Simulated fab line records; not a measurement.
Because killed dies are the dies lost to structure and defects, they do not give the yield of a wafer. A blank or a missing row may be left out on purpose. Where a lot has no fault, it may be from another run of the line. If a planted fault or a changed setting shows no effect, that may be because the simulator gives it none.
Which tool did it? || flow nand harc || 12 lots, 36 wafers sampled, at 1 step of a route of 1302

== WHAT THE GAUGES SHOWED, per wafer ==
NHARC_A_ONON_D1_THK_MEAS_21: measures by ellipsometry.
{"lot": "L075", "measured": "day 8 11:40", "on": "film metro-02", "thk nm (nm)": "1002 1001 1001"}
{"lot": "L077", "measured": "day 9 13:07", "on": "film metro-01", "thk nm (nm)": "989 991 992"}
{"lot": "L079", "measured": "day 10 16:49", "on": "film metro-02", "thk nm (nm)": "975 975 976"}
{"lot": "L081", "measured": "day 11 06:37", "on": "film metro-02", "thk nm (nm)": "999 996 997"}
{"lot": "L083", "measured": "day 11 20:00", "on": "film metro-02", "thk nm (nm)": "1010 1008 1012"}
{"lot": "L085", "measured": "day 12 21:16", "on": "film metro-02", "thk nm (nm)": "1007 1007 1006"}
{"lot": "L086", "measured": "day 13 07:04", "on": "film metro-02", "thk nm (nm)": "997 998 997"}
{"lot": "L088", "measured": "day 14 08:45", "on": "film metro-01", "thk nm (nm)": "994 993 994"}
{"lot": "L091", "measured": "day 15 10:02", "on": "film metro-02", "thk nm (nm)": "1011 1010 1012"}
{"lot": "L093", "measured": "day 16 03:52", "on": "film metro-01", "thk nm (nm)": "989 988 989"}
{"lot": "L094", "measured": "day 16 20:13", "on": "film metro-01", "thk nm (nm)": "1015 1011 1014"}
{"lot": "L097", "measured": "day 17 13:35", "on": "film metro-01", "thk nm (nm)": "1001 1001 1002"}

== WHAT TOOL EACH LOT RAN ON (gives the tool, then ch and the chambers of the sampled wafers, and finally the start) ==
There is no process step in the record ahead of these readings.

== THE ANSWER, worked out from the rows above alone ==
Rule: what is usual is taken from the lots themselves. Put in order of their means at a reading, lots are off if they are a third of the lots or fewer, leave a main group of 4 or more, and stand apart from it by a gap of 3 or more times the standard deviation of the main group's means; of several such gaps the widest counts. If all means in a main group match to the digits the tables above print for the reading, that group is not used. A lot without any number at a reading at which 4 lots or more have one is off too. All remaining lots with rows at the step are treated as sound.
None of the lots is off at any reading shown; this tells nothing.

== WHAT HAD BEEN PUT IN BY THE SIMULATOR ==
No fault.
